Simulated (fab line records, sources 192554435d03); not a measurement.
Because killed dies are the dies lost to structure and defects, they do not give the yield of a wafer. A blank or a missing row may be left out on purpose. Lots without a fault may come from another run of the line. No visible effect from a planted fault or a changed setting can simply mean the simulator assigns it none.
Matching of chambers / flow n5-finfet / uv-cure-02 running N5_BEOL_M11_CURE_72: 3 sister chambers
The step cures SiCOH lowk, time 120 s. 6 wafers are shown with their chamber, then 12 later ones without.

## WAFERS, EACH WITH ITS CHAMBER
wafer=L076.4; chamber=2; wafer_temp_C_max=371.7; lamp-power-pct (%)=52.35
wafer=L076.6; chamber=2; wafer_temp_C_max=371.9; lamp-power-pct (%)=52.29
wafer=L078.4; chamber=1; wafer_temp_C_max=372.9; lamp-power-pct (%)=52.28
wafer=L078.5; chamber=1; wafer_temp_C_max=372.8; lamp-power-pct (%)=52.35
wafer=L087.5; chamber=0; wafer_temp_C_max=371.5; lamp-power-pct (%)=52.25
wafer=L087.6; chamber=0; wafer_temp_C_max=371.2; lamp-power-pct (%)=52.28

## WAFERS WHOSE CHAMBER IS MISSING
wafer=L088.2; wafer_temp_C_max=372.0; lamp-power-pct (%)=52.38
wafer=L088.3; wafer_temp_C_max=371.8; lamp-power-pct (%)=52.30
wafer=L088.5; wafer_temp_C_max=372.4; lamp-power-pct (%)=52.30
wafer=L091.4; wafer_temp_C_max=371.9; lamp-power-pct (%)=52.31
wafer=L091.5; wafer_temp_C_max=372.9; lamp-power-pct (%)=52.27
wafer=L091.6; wafer_temp_C_max=371.5; lamp-power-pct (%)=52.36
wafer=L092.1; wafer_temp_C_max=372.1; lamp-power-pct (%)=52.35
wafer=L092.4; wafer_temp_C_max=372.2; lamp-power-pct (%)=52.28
wafer=L092.6; wafer_temp_C_max=371.5; lamp-power-pct (%)=52.40
wafer=L093.1; wafer_temp_C_max=373.3; lamp-power-pct (%)=52.24
wafer=L093.4; wafer_temp_C_max=372.1; lamp-power-pct (%)=52.28
wafer=L093.5; wafer_temp_C_max=372.9; lamp-power-pct (%)=52.27

## WHICH CHAMBER EACH ONE RAN IN
wafer=L088.2; from the rows above=2; in truth=2
wafer=L088.3; from the rows above=2; in truth=2
wafer=L088.5; from the rows above=can't be placed: 1 or 2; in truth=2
wafer=L091.4; from the rows above=2; in truth=2
wafer=L091.5; from the rows above=1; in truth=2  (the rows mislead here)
wafer=L091.6; from the rows above=can't be placed: 2 or 0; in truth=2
wafer=L092.1; from the rows above=2; in truth=2
wafer=L092.4; from the rows above=can't be placed: 2 or 1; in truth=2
wafer=L092.6; from the rows above=can't be placed: 2 or 0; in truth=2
wafer=L093.1; from the rows above=1; in truth=1
wafer=L093.4; from the rows above=2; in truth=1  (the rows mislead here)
wafer=L093.5; from the rows above=1; in truth=1
Correctly placed: 6 of 12. These rows do not allow placing 4 (true chamber among the candidates in 4). 2 placed wrongly.
How it was worked out, from the rows above alone: a wafer's distance from a chamber is the root of the sum, over the readings, of the square of ((its reading less the chamber's mean) divided by the reading's scatter). The wafer belongs to the nearest chamber; if the next one is less than 2 further off, it can't be placed. Each chamber's mean is taken over the wafers shown for it. The scatter: take each reading less its chamber's mean, square it, sum over the shown wafers, divide by the number of wafers less the number of chambers, and take the root.
